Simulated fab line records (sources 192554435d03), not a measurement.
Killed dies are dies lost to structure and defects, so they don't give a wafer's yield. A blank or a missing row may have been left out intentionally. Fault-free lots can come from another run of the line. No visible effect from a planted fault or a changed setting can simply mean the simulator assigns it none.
Split-lot experiment + flow n5 finfet + on a route of 1938 steps: 7 lots, 39 wafers read

== THE SPLIT ==
At N5_DUMMY_GATE_ETCH_32 (etches SiO2 in CF4, target depth 3.5 nm, time 3.9 s), the setting time s was moved away from the recipe's 3.9 s on 9 of the 39 wafers read, by -21.8% to +19.2%. All remaining wafers had this setting at the recipe value.

The reading comes from the split's own step.

== THE READING ==
etch.depth nm (the simulator's own value, which no gauge read), in nm, at N5_DUMMY_GATE_ETCH_32 (etches SiO2 in CF4, target depth 3.5 nm, time 3.9 s). The file does not state a usual value for it. The 30 wafers here that ran the recipe average 3.465 nm, standard deviation 0.14 nm.

| wafer  | tool, chamber at the split | time s as run, s | against the recipe | etch.depth nm, nm | against lot-mates on the recipe |
|--------|----------------------------|------------------|--------------------|-------------------|---------------------------------|
| L076.1 | rie si-04, 1               | 4.647            | +19.2%             | 4.098             | +0.732                          |
| L076.2 | rie si-04, 3               | 3.9              | recipe             | 3.39              | -                               |
| L076.3 | rie si-04, 2               | 4.647            | +19.2%             | 4.016             | +0.650                          |
| L076.4 | rie si-04, 0               | 3.9              | recipe             | 3.31              | -                               |
| L076.5 | rie si-04, 0               | 4.647            | +19.2%             | 3.958             | +0.592                          |
| L076.6 | rie si-04, 3               | 3.9              | recipe             | 3.398             | -                               |
| L080.1 | rie si-02, 0               | 3.9              | recipe             | 3.478             | -                               |
| L080.2 | rie si-02, 3               | 3.9              | recipe             | 3.538             | -                               |
| L080.3 | rie si-02, 1               | 3.9              | recipe             | 3.684             | -                               |
| L080.4 | rie si-02, 0               | 3.9              | recipe             | 3.445             | -                               |
| L080.5 | rie si-02, 3               | 3.9              | recipe             | 3.539             | -                               |
| L080.6 | rie si-02, 1               | 3.9              | recipe             | 3.71              | -                               |
| L081.1 | rie si-05, 2               | 3.9              | recipe             | 3.681             | -                               |
| L081.2 | rie si-05, 0               | 3.9              | recipe             | 3.273             | -                               |
| L081.3 | rie si-05, 1               | 3.9              | recipe             | 3.35              | -                               |
| L081.4 | rie si-05, 3               | 3.9              | recipe             | 3.545             | -                               |
| L081.5 | rie si-05, 1               | 3.9              | recipe             | 3.361             | -                               |
| L081.6 | rie si-05, 0               | 3.9              | recipe             | 3.294             | -                               |
| L082.1 | rie si-05, 3               | 3.9              | recipe             | 3.507             | -                               |
| L082.2 | rie si-05, 0               | 3.9              | recipe             | 3.239             | -                               |
| L082.3 | rie si-05, 2               | 3.9              | recipe             | 3.664             | -                               |
| L082.4 | rie si-05, 1               | 3.9              | recipe             | 3.328             | -                               |
| L082.5 | rie si-05, 2               | 3.9              | recipe             | 3.64              | -                               |
| L082.6 | rie si-05, 1               | 3.9              | recipe             | 3.354             | -                               |
| L087.1 | rie si-04, 3               | 3.9              | recipe             | 3.407             | -                               |
| L087.2 | rie si-04, 1               | 3.9              | recipe             | 3.403             | -                               |
| L087.3 | rie si-04, 2               | 3.049            | -21.8%             | 2.665             | -0.708                          |
| L087.4 | rie si-04, 0               | 3.9              | recipe             | 3.308             | -                               |
| L087.5 | rie si-04, 0               | 3.049            | -21.8%             | 2.61              | -0.763                          |
| L087.6 | rie si-04, 3               | 3.049            | -21.8%             | 2.647             | -0.726                          |
| L094.2 | rie si-02, 2               | 3.9              | recipe             | 3.422             | -                               |
| L094.3 | rie si-02, 1               | 3.9              | recipe             | 3.698             | -                               |
| L094.4 | rie si-02, 0               | 3.9              | recipe             | 3.421             | -                               |
| L095.1 | rie si-02, 3               | 3.194            | -18.1%             | 2.895             | -0.629                          |
| L095.2 | rie si-02, 2               | 3.194            | -18.1%             | 2.822             | -0.702                          |
| L095.3 | rie si-02, 0               | 3.9              | recipe             | 3.457             | -                               |
| L095.4 | rie si-02, 1               | 3.194            | -18.1%             | 3.039             | -0.485                          |
| L095.5 | rie si-02, 0               | 3.9              | recipe             | 3.438             | -                               |
| L095.6 | rie si-02, 1               | 3.9              | recipe             | 3.677             | -                               |

THE FIT
A straight line over all 39 wafers: etch.depth nm changes by +0.0328 nm for each +1% of time s; r = +0.92; the points scatter about the line by 0.14 nm.
The same after taking each lot's own level away (the mean of its wafers on the recipe; 39 wafers): +0.0338 nm for each +1%; r = +0.94; scatter 0.11 nm.
According to that fit, moving time s by its largest amount changes the reading by 0.74 nm.
The lots' own levels span 3.3660 to 3.5657 nm, that is 1.4 times the standard deviation above.
The two slopes are in agreement: the lot-to-lot level therefore moves the slope only a little.
Check: with one of the wafers moved furthest among these (-21.8%) left out of the fit, the line predicts -0.741 nm for it against its lot-mates. Against them it came out at -0.708 nm.

== FURTHER SPLITS ON THESE WAFERS ==
Other splits were also applied to these wafers ahead of the reading. Each is held against what the fit with the lots' levels taken away leaves over:
| other split on the same wafers | wafers away from the commonest value | r with etch.depth nm (lot level and that fit taken away) |
|--------------------------------|--------------------------------------|----------------------------------------------------------|
| N5_FIN_SAQP_EXPOSE_13 dose mj  | 12                                   | -0.14                                                    |

== THE FILE'S OWN FIT ==
etch.depth nm changes by +0.0338 nm for each +1% of time s, r = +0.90.
